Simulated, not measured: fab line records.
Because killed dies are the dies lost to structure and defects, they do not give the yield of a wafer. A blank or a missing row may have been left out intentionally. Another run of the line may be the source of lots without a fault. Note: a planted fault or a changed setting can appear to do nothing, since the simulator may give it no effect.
A lot that was struck, set against a sound lot | flow n5_finfet | 17 out of 1938 route steps
Sound: these wafers, L596.1, L596.2, L596.6. Struck: wafer L607.4 (L607.5, L607.6, from the same lot, were not struck and are left out); the cause is given at the end.
Each step with rows lists, per side, the tool, then ch with its chambers, then its first start. Under that, the readings that differ: sound wafers | struck wafers | difference of the means | sigmas: that difference in standard deviations of wafers without a fault.
alike: words and numbers the same on both sides, and readings whose means are apart by under 2 such deviations; not compared: readings that were withheld, readings missing a value for some wafer, numbers with overlapping values and no deviation given by the record, and bounds like >300 which may hide the same value.
Wherever a step has rows on one side only, a row that says differs or no value, or a row with sigmas, the two part there. Non-overlapping numbers with no deviation appear without sigmas and do not part them. A reading missing from all wafers of one side parts the sides only when that side holds two or more wafers.

first, 5 steps without rows for these wafers: N5_SD_EPI_N_EBR_05; N5_SD_EPI_N_SOFTBAKE_04 (time 60 s); N5_SD_EPI_N_EXPOSE_06 (exposes mask SD N BLK, target cd 120 nm); N5_SD_EPI_N_PEB_07 (peb time 60 s); N5_SD_EPI_N_DEVELOP_08 (develop time 30 s).
N5_SD_EPI_N_CD_MEAS_09: target cd 120 nm.
  sound on cd_sem-03 ch 0, day 4 20:10; struck on cd_sem-01 ch 0, day 7 14:17
  reading    | sound             | struck | difference | sigmas
  cd_nm (nm) | 119.4 118.9 119.4 | 120.8  | +1.6       | +3
N5_SD_EPI_N_OVL_MEAS_10:
  sound on overlay-02 ch 0, day 4 20:11; struck on overlay-02 ch 0, day 7 14:19
  alike: SD_N_BLK_OVL
N5_SD_EPI_N_INSPECT_11: inspects for defects (macro).
  sound on defect_inspect-02 at day 4 20:13; struck on defect_inspect-02 at day 7 14:21
  reading          | sound | struck | difference | sigmas
  raw_defect_count | 0 0 2 | 5      | +4         | +3
N5_SD_EPI_N_DESCUM_14: chemistry O2, time 7.9 s.
  sound on rie_diel-05 ch 0,2,3, day 4 20:15; struck on rie_diel-05 ch 1, day 7 14:23
  reading               | sound          | struck | difference | sigmas
  oes_product_au (a.u.) | 0.90 0.92 0.94 | 0.71   | -0.21      | -2
  alike: drypump_motor_current_A, rf_vpp_V, showerhead_plenum_p_Torr, throttle_valve_pct
  not compared: rf_hours_counter_h
N5_SD_EPI_N_ETCH_34: etches SiARC in CF4, target depth 45.5 nm, time 75.8 s.
  sound on rie_diel-05 ch 0,2,3, day 4 20:17; struck on rie_diel-05 ch 1, day 7 14:25
  reading               | sound          | struck | difference | sigmas
  oes_product_au (a.u.) | 0.77 0.76 0.80 | 0.61   | -0.17      | -2
  alike: drypump_motor_current_A, etch_rf_on_time_s, mfc_ar_sccm, rf_vpp_V, showerhead_plenum_p_Torr, throttle_valve_pct
  not compared: rf_hours_counter_h
N5_SD_EPI_N_ETCH_35: etches SOC in N2/H2, overetch 108 nm, time 486 s.
  sound on rie_diel-05 ch 0,2,3, day 4 20:20; struck on rie_diel-05 ch 1, day 7 14:28
  reading               | sound          | struck | difference | sigmas
  oes_product_au (a.u.) | 0.80 0.80 0.82 | 0.63   | -0.18      | -2
  alike: drypump_motor_current_A, rf_vpp_V, showerhead_plenum_p_Torr, throttle_valve_pct
  not compared: rf_hours_counter_h
then, 1 step without rows for these wafers: N5_SD_EPI_N_STRIP_36 (strips in N2/H2).
N5_SD_EPI_N_ETCHBACK_44: etches SiNx in CH3F/O2, stops on SiO2, target depth 14.5 nm.
  sound on rie_diel-05 ch 0,2,3, day 4 20:40; struck on rie_diel-05 ch 1, day 7 14:47
  reading                                     | sound             | struck  | difference | sigmas
  mfc_ar_sccm (sccm)                          | 150.3 150.1 150.4 | 149.3   | -1.0       | -2
  oes_ar_750_au (a.u.)                        | 0.90 0.89 0.93    | 0.71    | -0.20      | -2
  oes_product_au (a.u.)                       | 0.76 0.76 0.79    | 0.54    | -0.23      | -3
  over_etch_frac                              | 0.3 0.3 0.3       | 0.61437 | +0.31437   |
  model.SiARC_of_SD_EPI_N_COAT_33.thk_nm (nm) | 15.6 15.6 15.8    | 15.2    | -0.5       |
  alike: drypump_motor_current_A, rf_vpp_V, showerhead_plenum_p_Torr, throttle_valve_pct
  not compared: rf_hours_counter_h
N5_SD_EPI_N_ETCH_45: etches SiOCN in CH3F/O2, target depth 6 nm.
  sound on rie_diel-05 ch 0,2,3, day 4 20:46; struck on rie_diel-05 ch 1, day 7 14:53
  reading               | sound          | struck | difference | sigmas
  oes_product_au (a.u.) | 0.89 0.90 0.93 | 0.71   | -0.20      | -2
  alike: drypump_motor_current_A, mfc_ar_sccm, rf_vpp_V, showerhead_plenum_p_Torr, throttle_valve_pct
  not compared: rf_hours_counter_h
N5_SD_EPI_N_ETCH_16: etches SiO2 in CHF3/O2, target depth 5 nm.
  sound on rie_diel-05 ch 0,2,3, day 4 20:52; struck on rie_diel-05 ch 1, day 7 14:59
  reading                                     | sound          | struck | difference | sigmas
  oes_ar_750_au (a.u.)                        | 0.89 0.89 0.93 | 0.71   | -0.19      | -2
  oes_product_au (a.u.)                       | 0.90 0.90 0.93 | 0.71   | -0.20      | -2
  model.SiARC_of_SD_EPI_N_COAT_33.thk_nm (nm) | 12 12 12.2     | 11.8   | -0.3       |
  alike: drypump_motor_current_A, mfc_ar_sccm, rf_vpp_V, showerhead_plenum_p_Torr, throttle_valve_pct
  not compared: rf_hours_counter_h
then, 2 steps without rows for these wafers: N5_SD_EPI_N_STRIP_47 (strips in CHF3/O2); N5_PASSIVATION_PROBE_49.

## WHERE THEY PART
Earliest at N5_SD_EPI_N_CD_MEAS_09; latest, in this record, at N5_SD_EPI_N_ETCH_16.

WHY: whatever the simulator had introduced
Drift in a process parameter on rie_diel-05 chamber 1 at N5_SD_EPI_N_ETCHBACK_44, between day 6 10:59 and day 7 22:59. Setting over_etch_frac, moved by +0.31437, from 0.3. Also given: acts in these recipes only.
